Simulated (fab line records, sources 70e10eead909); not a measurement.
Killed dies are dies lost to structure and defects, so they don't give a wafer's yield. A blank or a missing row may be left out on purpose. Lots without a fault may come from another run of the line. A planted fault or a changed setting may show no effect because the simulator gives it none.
Chamber matching | flow nand_harc | NHARC_P_M1_STRIP_18 on rie_diel-09: 4 sister chambers
The step strips in N2/H2. 8 wafers are shown with their chamber, then 11 later ones without.

WAFERS WITH THEIR CHAMBER
wafer  | chamber | showerhead_plenum_p_Torr (Torr) | drypump_motor_current_A (A)
L080.4 | 1       | 2.08                            | 5.4
L084.3 | 2       | 2.05                            | 5.9
L084.6 | 2       | 2.05                            | 5.9
L085.6 | 0       | 1.91                            | 5.3
L087.2 | 3       | 1.98                            | 5.0
L087.3 | 1       | 2.08                            | 5.3
L087.6 | 3       | 1.98                            | 5.0
L088.3 | 0       | 1.90                            | 5.3

WAFERS WITHOUT THEIR CHAMBER
wafer  | showerhead_plenum_p_Torr (Torr) | drypump_motor_current_A (A)
L088.4 | 2.08                            | 5.4
L088.6 | 1.97                            | 5.0
L089.3 | 2.08                            | 5.4
L089.4 | 1.90                            | 5.3
L089.5 | 2.08                            | 5.4
L090.2 | 1.97                            | 5.0
L090.3 | 2.05                            | 5.9
L090.6 | 2.05                            | 5.9
L092.3 | 2.05                            | 5.9
L092.4 | 1.98                            | 5.1
L092.5 | 1.97                            | 5.1

WHICH CHAMBER EACH WENT THROUGH
wafer  | from the rows above | in truth
L088.4 | 1                   | 1
L088.6 | 3                   | 3
L089.3 | 1                   | 1
L089.4 | 0                   | 0
L089.5 | 1                   | 1
L090.2 | 3                   | 3
L090.3 | 2                   | 2
L090.6 | 2                   | 2
L092.3 | 2                   | 2
L092.4 | 3                   | 3
L092.5 | 3                   | 3
Placed correctly: 11 of 11. Can't be placed from these rows: 0. Placed wrongly: 0.
How it was worked out, from the rows above alone: a wafer's distance from a chamber is the root of the sum, over the readings, of the square of ((its reading less the chamber's mean) divided by the reading's scatter). The wafer belongs to the nearest chamber; if the next one is less than 2 further off, it can't be placed. A chamber's mean is the mean of its shown wafers. The scatter: the root of (the sum of the squares of (reading less its chamber's mean) over the shown wafers, divided by (wafers less chambers)).
